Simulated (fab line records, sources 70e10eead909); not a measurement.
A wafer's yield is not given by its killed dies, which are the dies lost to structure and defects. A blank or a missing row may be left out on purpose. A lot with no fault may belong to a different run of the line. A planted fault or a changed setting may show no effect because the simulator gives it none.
The tool behind it: which one? / flow nand harc / 36 wafers from 12 lots sampled at 4 of the route's 1302 steps

== WHAT THE GAUGES SHOWED, per wafer ==
NHARC_A_SGD_CUT_OVL_MEAS_10.
lot=L075; measured=day 18 11:41; on=overlay-01; overlay x nm (nm)=-1.2 -1.8 -1.4
lot=L078; measured=day 19 10:41; on=overlay-01; overlay x nm (nm)=-0.3 -0.9 -0.8
lot=L080; measured=day 20 16:43; on=overlay-01; overlay x nm (nm)=1.1 1.0 1.0
lot=L081; measured=day 21 19:43; on=overlay-02; overlay x nm (nm)=0.5 1.0 0.6
lot=L082; measured=day 22 03:35; on=overlay-02; overlay x nm (nm)=0.8 1.1 0.6
lot=L085; measured=day 22 13:35; on=overlay-01; overlay x nm (nm)=0.5 0.3 0.7
lot=L087; measured=day 23 08:24; on=overlay-01; overlay x nm (nm)=1.0 0.8 0.8
lot=L089; measured=day 23 20:37; on=overlay-02; overlay x nm (nm)=-1.9 -2.0 -2.2
lot=L092; measured=day 25 11:19; on=overlay-01; overlay x nm (nm)=-0.3 -0.5 -0.5
lot=L094; measured=day 26 22:31; on=overlay-02; overlay x nm (nm)=0.0 -0.2 -0.4
lot=L095; measured=day 27 06:48; on=overlay-02; overlay x nm (nm)=-0.3 -0.6 -0.1
lot=L097; measured=day 27 16:05; on=overlay-02; overlay x nm (nm)=-0.6 0.1 -0.3

== TOOL THAT RAN EACH LOT (tool first, then ch and the chambers of the sampled wafers, then the start) ==
lot=L075; NHARC_A_STAIRCASE_ETCH_452=rie diel-08 ch 0,3, day 16 13:40 or earlier; NHARC_A_STAIRCASE_ALD_420=ald hk-04 ch 0,1, day 16 13:40; NHARC_A_STAIRCASE_ETCH_444=rie diel-07 ch 1,2,3, day 18 04:19
lot=L078; NHARC_A_STAIRCASE_ETCH_452=rie diel-01 ch 0,1, day 17 21:28 or earlier; NHARC_A_STAIRCASE_ALD_420=ald hk-01 ch 0,1,2, day 17 21:28; NHARC_A_STAIRCASE_ETCH_444=rie diel-07 ch 0,1,2, day 19 03:10
lot=L080; NHARC_A_STAIRCASE_ETCH_452=rie diel-01 ch 1,2,3, day 18 23:28 or earlier; NHARC_A_STAIRCASE_ALD_420=ald hk-04 ch 0,1, day 18 23:28; NHARC_A_STAIRCASE_ETCH_444=rie diel-08 ch 2,3, day 20 08:38
lot=L081; NHARC_A_STAIRCASE_ETCH_452=rie diel-07 ch 0,3, day 20 01:57 or earlier; NHARC_A_STAIRCASE_ALD_420=ald hk-04 ch 1,3, day 20 01:57; NHARC_A_STAIRCASE_ETCH_444=rie diel-01 ch 1,2,3, day 21 11:52
lot=L082; NHARC_A_STAIRCASE_ETCH_452=rie diel-01 ch 1,2, day 20 07:55 or earlier; NHARC_A_STAIRCASE_ALD_420=ald hk-01 ch 0,1,3, day 20 07:55; NHARC_A_STAIRCASE_ETCH_444=rie diel-07 ch 0,1,3, day 21 19:08
lot=L085; NHARC_A_STAIRCASE_ETCH_452=rie diel-07 ch 0,2,3, day 20 22:33 or earlier; NHARC_A_STAIRCASE_ALD_420=ald hk-01 ch 0,2,3, day 20 22:33; NHARC_A_STAIRCASE_ETCH_444=rie diel-01 ch 1,2, day 22 05:49
lot=L087; NHARC_A_STAIRCASE_ETCH_452=rie diel-01 ch 0,1,2, day 21 15:19 or earlier; NHARC_A_STAIRCASE_ALD_420=ald hk-02 ch 0,2,3, day 21 15:19; NHARC_A_STAIRCASE_ETCH_444=rie diel-01 ch 0,2,3, day 23 00:28
lot=L089; NHARC_A_STAIRCASE_ETCH_452=rie diel-08 ch 0,1,3, day 22 04:42 or earlier; NHARC_A_STAIRCASE_ALD_420=ald hk-01 ch 1,2, day 22 04:42; NHARC_A_STAIRCASE_ETCH_444=rie diel-07 ch 1,2, day 23 11:07
lot=L092; NHARC_A_STAIRCASE_ETCH_452=rie diel-01 ch 0,1, day 23 14:51 or earlier; NHARC_A_STAIRCASE_ALD_420=ald hk-02 ch 0,1, day 23 14:51; NHARC_A_STAIRCASE_ETCH_444=rie diel-07 ch 0,2,3, day 25 04:11
lot=L094; NHARC_A_STAIRCASE_ETCH_452=rie diel-07 ch 0,1, day 24 22:59 or earlier; NHARC_A_STAIRCASE_ALD_420=ald hk-02 ch 2,3, day 24 22:59; NHARC_A_STAIRCASE_ETCH_444=rie diel-07 ch 0,2,3, day 26 15:32
lot=L095; NHARC_A_STAIRCASE_ETCH_452=rie diel-01 ch 0,3, day 25 14:58 or earlier; NHARC_A_STAIRCASE_ALD_420=ald hk-04 ch 0,1,3, day 25 14:58; NHARC_A_STAIRCASE_ETCH_444=rie diel-07 ch 0,1,2, day 26 23:22
lot=L097; NHARC_A_STAIRCASE_ETCH_452=rie diel-01 ch 0,1,2, day 25 21:44 or earlier; NHARC_A_STAIRCASE_ALD_420=ald hk-02 ch 0,1,2, day 25 21:44; NHARC_A_STAIRCASE_ETCH_444=rie diel-08 ch 0,2,3, day 27 08:15
- NHARC_A_STAIRCASE_ETCH_452: etches the open film in CF4/O2, target depth 30 nm, overetch 3 nm, time 16.5 s.
- NHARC_A_STAIRCASE_ALD_420: deposits SiO2, target thk 20 nm, pulse time 6 s, ald cycles 200.
- NHARC_A_STAIRCASE_ETCH_444: etches the open film in C4F8/O2, target depth 20400 nm, time 6800 s.

== THE ANSWER, worked out from the rows above alone ==
Rule: the lots themselves supply what counts as usual. The widest of any qualifying gaps counts: lots, ordered by their means at a reading, are off when they make up no more than a third of the lots, leave a main group of 4 or more, and stand apart from it by 3 or more times the standard deviation of that group's means. If all means in a main group match to the digits the tables above print for the reading, that group is not used. A lot without any number at a reading at which 4 lots or more have one is off too. Where the step has rows for the other lots, those lots are counted as sound.
None of the lots is off at any reading shown; this tells nothing.

== WHAT THE SIMULATOR HAD INSERTED ==
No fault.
